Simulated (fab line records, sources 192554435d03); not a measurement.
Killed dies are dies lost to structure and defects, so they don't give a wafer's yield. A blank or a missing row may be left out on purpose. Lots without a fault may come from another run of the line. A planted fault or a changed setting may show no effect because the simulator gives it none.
fab line records | flow n5_finfet
record lots=5 wafers=15 last_day=20
route steps=1938 shown FIN_CUT@164 STI_FIN_REVEAL@183 BEOL_M4@1111 PASSIVATION@1936
lots that met no fault: from a run of the same line without faults
start_h: hours from the record's first day to the start of the lot's first wafer shown | wait_h: hours since the lot's step before | " the same as in the row above | L1.1+2: a row that stands for several wafers | - no value, or no start given | * or withheld: withheld | < > ~ a bound
route shown NAME@n: a module of which the file shows steps, and the number in the route of the first | usual: mean/standard deviation of fault-free wafers | same: alike in all rows | chamber/n: place in a boat | sites: the reading at each site | _std_site: their standard deviation | _edge_site: outer sites' mean less inner sites' | radius_mm: how far each site lies from the wafer's centre | mask NAME#n: copy n | behind: the tool/chamber that last shaped the wafer | hold: why the lot was held/for how many hours/how that ended | device: the transistor (n, p or np) that didn't switch | end of line: the same wafers' tests at the end of the route | a step without rows: its recipe alone | killed: dies lost to structure and defects at the first sort, not the wafer's yield | map: a wafer's dies, x killed, . not, _ none there
set.NAME: the setting as run; set.NAME@STEP: as run at that earlier step | model.NAME: the simulator's own value behind a step, which no gauge read
lots at some steps of the route; a table a step, a row a wafer
services: from which hour (start_h, from the record's first day; less than 0 if before it) a tool's chamber was out of use, for how many hours, and why
## steps
# step N5_FIN_CUT_OVL_MEAS_09
# recipe points_per_wafer=522
# usual FIN_CUT_OVL=-0.6/0.68
# columns lot.wafer tool chamber start_h wait_h FIN_CUT_OVL[nm]
L269.2 overlay-01 0 64.36 0.0 -0.9
L269.4 " 0 " " -0.8
L269.5 " 0 " " -1.7
L274.3 overlay-02 0 92.41 0.0 -0.2
L274.4 " 0 " " 0.1
L274.5 " 0 " " 0.6
L277.3 overlay-02 0 111.50 0.0 0.3
L277.4 " 0 " " 0.4
L277.6 " 0 " " 0.6
L280.1 overlay-02 0 128.76 0.0 -1.3
L280.2 " 0 " " -1.6
L280.4 " 0 " " -2.1
L286.4 overlay-01 0 164.30 0.0 0.1
L286.5 " 0 " " 0.7
L286.6 " 0 " " 0.3
# step N5_FIN_CUT_INSPECT_10
# recipe mode=adi inspect_instrument=brightfield
# usual raw_defect_count=42/12
# columns lot.wafer tool chamber start_h wait_h raw_defect_count
L269.2 defect_inspect-02 - 64.42 0.0 40
L269.4 " - " " 30
L269.5 " - " " 34
L274.3 defect_inspect-01 - 92.46 0.0 28
L274.4 " - " " 40
L274.5 " - " " 16
L277.3 defect_inspect-01 - 111.54 0.0 44
L277.4 " - " " 64
L277.6 " - " " 47
L280.1 defect_inspect-02 - 128.82 0.1 46
L280.2 " - " " 25
L280.4 " - " " 38
L286.4 defect_inspect-02 - 164.34 0.0 37
L286.5 " - " " 54
L286.6 " - " " 35
# step N5_FIN_CUT_DESCUM_13
# recipe chemistry=O2 time_s=7 source_power_w=50 bias_power_w=20 pressure_mtorr=20 rf_frequency_hz=2.712e+07 temp_c=40 resist=CAR-EUV o2_flow_sccm=225
# usual drypump_motor_current_A=5.7/0.46 oes_product_au=0.80/0.073 rf_vpp_V=243.3/1.3 showerhead_plenum_p_Torr=2.11/0.068 throttle_valve_pct=20.32/0.19
# columns lot.wafer tool chamber start_h wait_h drypump_motor_current_A oes_product_au rf_hours_counter_h rf_vpp_V showerhead_plenum_p_Torr throttle_valve_pct
L269.2 rie_diel-05 3 64.45 0.0 6.1 0.80 110 244.3 2.12 20.38
L269.4 " 0 " " 5.6 0.73 171 241.8 2.09 20.58
L269.5 " 3 " " 6.1 0.81 - 243.8 2.12 20.38
L274.3 rie_diel-03 3 92.52 0.1 5.1 0.85 61 244.7 2.21 20.32
L274.4 " 0 " " 5.5 0.78 135 244.0 2.10 20.26
L274.5 " 2 " " 6.1 0.77 - 242.3 2.00 20.01
L277.3 rie_diel-06 2 111.58 0.0 6.0 0.80 88 243.8 2.13 20.67
L277.4 " 0 " " 5.8 0.78 - 244.7 2.17 20.16
L277.6 " 2 " " 6.0 0.80 - 243.5 2.13 20.68
L280.1 rie_diel-03 0 128.85 0.0 5.5 0.77 147 244.6 2.10 20.26
L280.2 " 3 " " 5.1 0.85 73 244.2 2.21 20.33
L280.4 " 1 " " 5.4 0.93 21 241.5 2.04 20.08
L286.4 rie_diel-06 0 164.71 0.4 5.9 0.74 159 243.9 2.17 20.19
L286.5 " 3 " " 5.7 0.75 - 244.6 2.16 20.27
L286.6 " 2 " " 6.1 0.78 - 242.5 2.13 20.68
# step N5_FIN_CUT_ETCH_30
# recipe chemistry=N2/H2 target=underlayer target_depth_a=130 mask_material=CAR-EUV time_s=10.4 ion_energy_ev=200 pressure_mtorr=30 source_w=840 bias_w=150 n2_flow_sccm=200 h2_flow_sccm=200 ends=cleared
# step N5_FIN_CUT_ETCH_20
# recipe chemistry=CF4 target=SiARC target_depth_a=260 mask_material=CAR-EUV time_s=43.3 ion_energy_ev=80 pressure_mtorr=40 source_w=545 bias_w=36 Ar_flow_sccm=100 cf4_flow_sccm=100 ends=cleared
# step N5_FIN_CUT_ETCH_21
# recipe chemistry=N2/H2 target=SOC target_depth_a=2190 overetch_a=438 mask_material=SiARC temp_c=40 ion_energy_ev=100 bias_w=61 time_s=523.5 pressure_mtorr=30 source_w=850 n2_flow_sccm=200 h2_flow_sccm=200
# usual drypump_motor_current_A=5.7/0.47 n2_flow_sccm=199.9/0.59 oes_product_au=0.74/0.063 rf_vpp_V=240.9/1.4 showerhead_plenum_p_Torr=2.56/0.085 throttle_valve_pct=17.70/0.22
# columns lot.wafer tool chamber start_h wait_h drypump_motor_current_A n2_flow_sccm oes_product_au rf_hours_counter_h rf_vpp_V showerhead_plenum_p_Torr throttle_valve_pct
L269.2 rie_diel-05 3 64.54 0.0 6.1 200.4 0.74 110 239.4 2.57 17.81
L269.4 " 0 " " 5.6 199.6 0.68 171 241.3 2.53 17.85
L269.5 " 3 " " 6.1 200.5 0.75 - 239.7 2.57 17.80
L274.3 rie_diel-03 3 92.61 0.0 5.1 199.8 0.79 61 242.8 2.69 17.75
L274.4 " 0 " " 5.5 198.1 0.71 135 241.0 2.56 17.60
L274.5 " 2 " " 6.1 200.1 0.71 - 238.9 2.45 17.42
L277.3 rie_diel-06 2 111.67 0.0 6.1 200.0 0.73 89 240.1 2.58 18.07
L277.4 " 0 " " 5.9 199.7 0.71 - 242.6 2.67 17.59
L277.6 " 2 " " 6.1 200.3 0.74 - 241.2 2.58 18.06
L280.1 rie_diel-03 0 128.95 0.0 5.5 199.9 0.71 147 241.5 2.55 17.62
L280.2 " 3 " " 5.1 199.8 0.78 73 242.3 2.68 17.78
L280.4 " 1 " " 5.4 199.0 0.84 21 240.1 2.47 17.31
L286.4 rie_diel-06 0 164.81 0.0 5.9 198.6 0.69 159 241.5 2.66 17.62
L286.5 " 3 " " 5.7 200.0 0.70 - 242.9 2.64 17.68
L286.6 " 2 " " 6.1 200.0 0.72 - 240.7 2.57 18.09
# step N5_FIN_CUT_STRIP_23
# recipe chemistry=N2/H2 temp_c=40 n2_flow_sccm=200 h2_flow_sccm=200 rf_frequency_hz=6e+07
# step N5_FIN_CUT_STRIP_31
# recipe chemistry=N2/H2 temp_c=40 n2_flow_sccm=200 h2_flow_sccm=200 rf_frequency_hz=6e+07
# step N5_FIN_CUT_STRIP_24
# recipe chemistry=CF4 resist=SiARC power_w=300 bias_power_w=75 pressure_mtorr=50 cf4_flow_sccm=150 rf_frequency_hz=6e+07
# step N5_FIN_CUT_CUT_ETCH_26
# recipe chemistry=CH3F/O2 target=SiNx target_depth_a=390 mask_material=SOC time_s=55.7 pressure_mtorr=30 source_w=395 bias_w=73 Ar_flow_sccm=150 CH3F_flow_sccm=30 O2_flow_sccm=20 ion_energy_ev=120
# step N5_FIN_CUT_CUT_ETCH_27
# recipe chemistry=CHF3/O2 target=SiO2 target_depth_a=40 mask_material=SOC overetch_a=20 time_s=4.9 pressure_mtorr=30 source_w=650 bias_w=170 Ar_flow_sccm=200 CHF3_flow_sccm=50 O2_flow_sccm=5 ion_energy_ev=200
# usual CHF3_flow_sccm=50.01/0.16 drypump_motor_current_A=5.7/0.47 oes_ar_750_au=0.80/0.071 oes_product_au=0.63/0.055 rf_vpp_V=524/11 showerhead_plenum_p_Torr=2.43/0.079 throttle_valve_pct=18.74/0.17
# columns lot.wafer tool chamber start_h wait_h CHF3_flow_sccm drypump_motor_current_A oes_ar_750_au oes_product_au rf_hours_counter_h rf_vpp_V showerhead_plenum_p_Torr throttle_valve_pct
L269.2 rie_diel-05 3 64.93 0.0 49.77 6.1 0.80 0.63 111 534 2.42 18.64
L269.4 " 0 " " 49.94 5.6 0.75 0.59 171 512 2.40 18.90
L269.5 " 3 " " 50.18 6.1 0.81 0.64 - 532 2.42 18.65
L274.3 rie_diel-03 3 93.00 0.0 50.10 5.1 0.85 0.67 61 515 2.55 18.78
L274.4 " 0 " " 49.83 5.5 0.78 0.61 135 537 2.40 18.55
L274.5 " 2 " " 49.92 6.1 0.78 0.61 - 529 2.33 18.51
L277.3 rie_diel-06 2 112.06 0.0 50.19 6.0 0.80 0.64 89 512 2.45 19.04
L277.4 " 0 " " 49.84 5.9 0.78 0.61 - 528 2.49 18.53
L277.6 " 2 " " 50.09 6.0 0.81 0.63 - 512 2.45 19.05
L280.1 rie_diel-03 0 129.34 0.0 49.94 5.5 0.76 0.61 147 537 2.40 18.59
L280.2 " 3 " " 50.10 5.1 0.83 0.67 73 516 2.54 18.80
L280.4 " 1 " " 50.05 5.4 0.92 0.71 22 504 2.37 18.58
L286.4 rie_diel-06 0 165.20 0.0 50.05 5.9 0.77 0.59 159 529 2.49 18.58
L286.5 " 3 " " 49.80 5.7 0.74 0.60 - 536 2.52 18.84
L286.6 " 2 " " 50.44 6.0 0.79 0.62 - 512 2.44 19.08
# step N5_FIN_CUT_PRECLEAN_35
# recipe time_s=13.3 temp_c=45 pressure_torr=125 p_hf_torr=3 p_coreactant_torr=25 chemistry=vHF
# step N5_FIN_CUT_CUT_ETCH_15
# recipe chemistry=HBr/Cl2/O2 target=Si target_depth_a=1000 bt_time_s=10 mask_material=SOC time_s=42.4 ion_energy_ev=* bias_w=* pressure_mtorr=10 icp_w=800 HBr_flow_sccm=150 Cl2_flow_sccm=80 O2_flow_sccm=12
# usual drypump_motor_current_A=5.7/0.45 oes_product_au=0.994/0.02 throttle_valve_pct=37.0/0.31
# same bt_time_s=10
# columns lot.wafer tool chamber start_h wait_h drypump_motor_current_A oes_product_au rf_hours_counter_h throttle_valve_pct
L269.2 rie_si-04 1 65.08 0.1 6.0 1.012 2 37.0
L269.4 " 3 " " 6.5 1.027 175 36.5
L269.5 " 0 " " 6.0 1.023 - 37.4
L274.3 rie_si-04 2 93.15 0.0 5.4 0.972 165 36.6
L274.4 " 3 " " 6.4 1.021 175 36.5
L274.5 " 3 " " 6.5 1.026 - 36.5
L277.3 rie_si-06 2 112.21 0.0 4.9 1.008 48 37.0
L277.4 " 1 " " 6.0 0.970 153 37.4
L277.6 " 3 " " 5.1 0.986 - 37.5
L280.1 rie_si-04 0 129.49 0.1 6.1 1.025 157 37.4
L280.2 " 3 " " 6.4 1.015 176 36.5
L280.4 " 1 " " 6.0 1.017 4 37.0
L286.4 rie_si-06 3 165.35 0.0 5.1 0.986 182 37.4
L286.5 " 1 " " 6.0 0.968 - 37.3
L286.6 " 2 " " 4.9 1.011 - 37.0
# step N5_FIN_CUT_CUT_ETCH_28
# recipe chemistry=HBr/Cl2/O2 target=Si target_depth_a=60 mask_material=SOC time_s=2.4 ion_energy_ev=* bias_w=* pressure_mtorr=10 icp_w=800 HBr_flow_sccm=150 Cl2_flow_sccm=80 O2_flow_sccm=12
# usual drypump_motor_current_A=5.7/0.45 oes_product_au=0.994/0.019 throttle_valve_pct=37.0/0.31
# columns lot.wafer tool chamber start_h wait_h drypump_motor_current_A oes_product_au rf_hours_counter_h throttle_valve_pct
L269.2 rie_si-04 1 65.14 0.0 6.0 1.006 2 37.0
L269.4 " 3 " " 6.4 1.023 175 36.5
L269.5 " 0 " " 6.0 1.021 - 37.4
L274.3 rie_si-04 2 93.21 0.0 5.4 0.974 165 36.6
L274.4 " 3 " " 6.5 1.022 175 36.5
L274.5 " 3 " " 6.5 1.016 - 36.5
L277.3 rie_si-06 2 112.26 0.0 4.9 1.013 48 37.0
L277.4 " 1 " " 6.0 0.965 153 37.4
L277.6 " 3 " " 5.1 0.982 - 37.4
L280.1 rie_si-04 0 129.54 0.0 6.0 1.019 157 37.4
L280.2 " 3 " " 6.4 1.026 176 36.5
L280.4 " 1 " " 6.0 1.016 4 37.0
L286.4 rie_si-06 3 165.40 0.0 5.1 0.984 182 37.4
L286.5 " 1 " " 6.0 0.970 - 37.4
L286.6 " 2 " " 4.9 1.010 - 37.0
# step N5_FIN_CUT_STRIP_22
# recipe chemistry=N2/H2 power_w=500 temp_c=40 pressure_mtorr=50 rf_frequency_hz=6e+07 overash_fraction=0.3 bias_power_w=8 h2_frac=0.5 n2_flow_sccm=300 h2_flow_sccm=300
# step N5_FIN_CUT_PRECLEAN_36
# recipe chemistry=O3/DIW time_s=60 temp_c=22 o3_ppm=10
# step N5_FIN_CUT_SRD_32
# recipe dry=ipa_marangoni time_s=30 temp_c=23 rinse_liquid=diw
# step N5_FIN_CUT_UV_OZONE_34
# recipe time_s=120 pressure_torr=760 temp_c=25
# step N5_FIN_CUT_INSPECT_17
# recipe inspect_instrument=brightfield mode=aei
# usual raw_defect_count=226/63
# columns lot.wafer tool chamber start_h wait_h raw_defect_count
L269.2 defect_inspect-02 - 65.36 0.0 246
L269.4 " - " " 190
L269.5 " - " " 202
L274.3 defect_inspect-02 - 93.56 0.0 163
L274.4 " - " " 220
L274.5 " - " " 125
L277.3 defect_inspect-02 - 112.52 0.0 288
L277.4 " - " " 440
L277.6 " - " " 297
L280.1 defect_inspect-01 - 129.77 0.0 198
L280.2 " - " " 963
L280.4 " - " " 203
L286.4 defect_inspect-02 - 165.63 0.0 220
L286.5 " - " " 355
L286.6 " - " " 159
# step N5_STI_FIN_REVEAL_ALD_00
# recipe material=SiO2 target_thk_a=10 temp_c=300 ald_precursor_family=BDEAS ald_co_reactant=O2-plasma pulse_time_s=1 pressure_torr=2
# usual heater_power_outer_w=264/23 heater_power_w=478/39 precursor_pulse_height_rel=0.999/0.021
# same pulse_time_s=1
# columns lot.wafer tool chamber start_h wait_h heater_power_outer_w heater_power_w precursor_pulse_height_rel
L269.2 ald_sin-02 0 65.54 0.2 293 537 0.978
L269.4 " 1 " " 270 462 1.013
L269.5 " 2 " " 282 518 1.015
L274.3 ald_sin-02 1 94.47 0.9 268 469 0.991
L274.4 " 0 " " 299 548 0.981
L274.5 " 3 " " 238 455 0.982
L277.3 ald_sin-02 3 112.56 0.0 245 468 1.025
L277.4 " 1 " " 267 467 0.977
L277.6 " 2 " " 293 532 0.984
L280.1 ald_sin-01 3 129.80 0.0 245 437 1.000
L280.2 " 0 " " 284 535 0.986
L280.4 " 1 " " 288 501 1.010
L286.4 ald_sin-02 3 166.06 0.4 235 447 0.970
L286.5 " 0 " " 293 536 0.995
L286.6 " 3 " " 236 442 0.988
# step N5_BEOL_M4_RC_MEAS_101
# usual DIBL_N=36.7/1.8 DIBL_P=37.0/2.4 IOFF_N=0.17/0.036 IOFF_P=0.22/0.042 ION_N=673/12 ION_P=462/8.5 SS_N=71.7/0.62 SS_P=73.4/0.65 VT_N=250/3.7 VT_P=-250/3.7
# columns lot.wafer tool chamber start_h wait_h DIBL_N[mV/V] DIBL_P[mV/V] IOFF_N[nA/um] IOFF_P[nA/um] ION_N[uA/um] ION_P[uA/um] SS_N[mV/dec] SS_P[mV/dec] VT_N[mV] VT_P[mV]
L269.2 prober-01 0 233.38 0.2 35.0 34.8 0.13 0.18 665 455 71.8 72.8 254 -251
L269.4 " 0 " " 38.1 37.4 0.18 0.21 667 456 72.5 73.4 249 -250
L269.5 " 0 " " 36.5 36.2 0.16 0.20 670 456 70.9 73.3 251 -251
L274.3 prober-02 0 237.34 0.3 38.8 38.6 0.19 0.24 697 470 71.6 74.8 248 -252
L274.4 " 0 " " 35.0 35.0 0.14 0.19 672 459 71.7 72.9 251 -254
L274.5 " 0 " " 37.7 38.3 0.19 0.25 701 479 72.2 74.6 247 -247
L277.3 prober-01 0 280.53 0.3 39.1 41.4 0.23 0.28 696 470 72.7 74.9 245 -249
L277.4 " 0 " " 35.6 36.4 0.15 0.18 664 452 72.0 73.4 252 -254
L277.6 " 0 " " 34.9 35.6 0.14 0.18 665 453 71.6 73.1 252 -257
L280.1 prober-02 0 282.67 0.0 41.1 42.3 0.28 0.34 690 472 72.6 74.6 242 -242
L280.2 " 0 " " 37.4 39.0 0.19 0.27 685 476 71.9 73.4 242 -244
L280.4 " 0 " " 40.6 43.1 0.30 0.37 707 482 72.6 74.9 239 -240
L286.4 prober-01 0 356.19 0.5 36.3 36.1 0.16 0.21 686 465 71.9 73.1 248 -249
L286.5 " 0 " " 36.5 35.6 0.15 0.20 675 464 71.0 73.1 249 -253
L286.6 " 0 " " 34.9 32.6 0.12 0.15 663 445 71.7 72.3 255 -255
# step N5_PASSIVATION_PROBE_49
# usual defect_limited_yield=91.1/1.4 killed_at_M0_to_M3=32/9.3 killed_at_M4_up=13/5.8 killed_at_contacts=12/6.3 killed_at_front_end=44/12 killed_at_other=3.6/2.7 killed_dies=104/17 killed_on_rim=14/3.9 killed_open=69/13 killed_short=34/6.9 sort_bin_4_leakage=0.00/0.031 sort_bin_5_function=5.2/0.98 sort_bin_6_memory=3.3/0.59 sort_n_pass=1075/17 sort_yield_pct=91.1/1.4
# same gross_dies=1180 killed_at_back_side=0 sort_bin_8_speed[%]=0
# columns lot.wafer tool chamber start_h wait_h defect_limited_yield[%] killed_at_M0_to_M3 killed_at_M4_up killed_at_contacts killed_at_front_end killed_at_other killed_dies killed_on_rim killed_open killed_short sort_bin_4_leakage[%] sort_bin_5_function[%] sort_bin_6_memory[%] sort_n_pass sort_yield_pct[%]
L269.2 prober-01 - 336.58 0.1 88.6 28 14 14 76 3 135 21 91 43 0 7.5 3.6 1045 88.6
L269.4 prober-01 - 336.68 0.2 90.0 31 12 10 62 3 118 21 75 40 0 5.8 3.6 1062 90.0
L269.5 prober-01 - 336.73 0.2 90.8 38 11 13 44 2 108 17 71 33 0 5.2 3.5 1072 90.8
L280.2 prober-01 - 398.22 0.1 88.6 17 10 15 92 1 135 27 53 24 0 6.7 2.8 1045 88.6
# killed by level:class
L269.2 STI_FIN_REVEAL:geometric_particle:open=26 MOL_CONTACT_COAG:geometric_particle:open=9 BEOL_M2:geometric_particle:open=9 FIN_SAQP:geometric_particle:open=8 STI_FIN_REVEAL:geometric_particle:short=8 FIN_SAQP:geometric_particle:short=7 DUMMY_GATE:geometric_particle:open=5 MOL_CONTACT_COAG:geometric_particle:short=5
L269.4 STI_FIN_REVEAL:geometric_particle:open=20 FIN_SAQP:geometric_particle:open=11 FIN_SAQP:geometric_particle:short=8 STI_FIN_REVEAL:geometric_particle:short=8 MOL_CONTACT_COAG:geometric_particle:open=8 BEOL_M0_SAQP:geometric_particle:short=8 BEOL_M4:geometric_particle:open=6 BEOL_M1:geometric_particle:open=5
L269.5 STI_FIN_REVEAL:geometric_particle:open=15 BEOL_M2:geometric_particle:open=13 MOL_CONTACT_COAG:geometric_particle:open=9 BEOL_M0_SAQP:geometric_particle:short=9 FIN_SAQP:geometric_particle:open=5 STI_FIN_REVEAL:geometric_particle:short=4 SPACER0:geometric_particle:short=4 MOL_CONTACT_COAG:geometric_particle:short=4
L280.2 FIN_CUT:unspecified=58 MOL_CONTACT_COAG:geometric_particle:open=14 FIN_SAQP:geometric_particle:open=11 FIN_SAQP:geometric_particle:short=7 BEOL_M4:geometric_particle:open=7 GATE_CUT:geometric_particle:open=5 GATE_CUT:geometric_particle:short=4 BEOL_M0_SAQP:geometric_particle:open=4
# map L280.2 (x killed, . not)
_________________xxxxxxxxxx..________________
______________xxxxxxxxxxxxx..x.._____________
___________xxxxxxxxxxxxxxx.........__________
__________.x.xxxxxxxxxx.....x......._________
________...xx.x.xxxx.xx.x.x.x........._______
_______........xx.xx.......x......x..xx______
______..............................x..._____
_____....................................____
____................x.....................___
___............x..................x........__
___....x.....x.....x......x.....x..........__
__.....x................x.............x....._
__...........x.......x...............x.....x_
_...........x.....................x...x.x....
_....................................x...x...
_................................x..x........
_............................................
_..xx................xx....x...x.....x.......
_..................xx...x.x...........x......
_..................x.................x.......
_.............x..............................
__.....x.......................x....x....x.._
__..........x....................x..x......._
___.........x..x...........................__
___............x...........x...............__
____.....x.....................xx.........___
_____........x...............x...........____
______..............x............x......_____
_______...........xx...................______
________...............x.............._______
__________.........................._________
___________.x..................x...__________
______________.x................_____________
_________________.........x..________________
# map L269.2 (x killed, . not)
_________________.........xx.________________
______________..........x......._____________
___________..................x.....__________
__________..x............x.........._________
________....x....................x...._______
_______......x.x...x...................______
______x..x......x........x.......x......_____
_____.....x.......xxx...x.....x..x......x____
____..............x.........x.x...xx......___
___........x.........x....x.......x....x...__
___......x.....x........................x..__
__....x.........x.......xxx................._
__xx...............x........x..............._
_xx.x................x........x.........x...x
_........x.......x...x...........x.x.........
_...................x....................xxx.
_..............x.........................x...
_...x.x........x..x.........x......x........x
_....x......x....x.............x....xx.x.....
_..x......x................x................x
_x..............x.........x......x....x......
__.....x.....x..x.......x...x....x....x....._
__.x..................x......xx..........x.._
___...xx..............................x....__
___.........x...x..x....xxx..........x.....__
____x..............x......................___
_____x....x...x...xx........x............____
______......x.x...xx...................._____
_______.x..x........x..................______
________...............x.............._______
__________.......x.................._________
___________...x..........x....x....__________
______________.....x..........x._____________
_________________.x..x.x..x..________________
## services
# columns tool chamber start_h hours kind
ald_sin-01 3 41.87 10.9 repair
rie_si-04 3 45.57 4.1 repair
rie_si-04 - 50.82 2.2 repair
rie_diel-05 0 51.68 3.7 repair
rie_si-04 - 54.79 0.3 repair
rie_diel-06 1 68.99 2.8 repair
rie_diel-06 1 75.09 4.7 repair
rie_si-06 1 81.23 2.9 repair
ald_sin-01 - 85.25 14.0 pm
ald_sin-01 0 85.25 14.0 vent_cycle
ald_sin-01 1 85.25 14.0 vent_cycle
ald_sin-02 1 85.55 8.5 repair
rie_diel-06 1 99.01 14.3 repair
rie_diel-03 2 102.53 7.6 repair
rie_si-04 2 121.91 6.5 repair
ald_sin-02 - 122.03 1.1 repair
rie_diel-05 1 134.88 12.3 repair
rie_diel-06 1 142.70 5.8 repair
ald_sin-02 - 148.80 0.9 repair
rie_diel-05 1 150.32 - clean
rie_diel-05 1 150.32 - consumable_replace:focus_ring
rie_diel-05 1 150.32 18.0 scheduled_down
rie_diel-05 1 150.32 18.0 vent_cycle
rie_diel-06 2 160.23 3.0 repair
## key
first_sign step=N5_FIN_CUT_INSPECT_17 reading=raw_defect_count direction=up sigmas=12 usual=226 struck=963
effect step=N5_PASSIVATION_PROBE_49 reading=killed_at_front_end direction=up sigmas=3.9 usual=44 struck=92
more_kills_born_at N5_FIN_CUT_CUT_ETCH_15@rie_si-04=58
met_at N5_FIN_CUT_CUT_ETCH_15
struck_wafers L280.2
onset_between 93.15 129.49
fault kind=chamber_particle_source tool=rie_si-04 chamber=3 onset_h=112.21 steps=N5_FIN_CUT_CUT_ETCH_15 rate_per_visit_cm2=1.2391 end_h=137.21
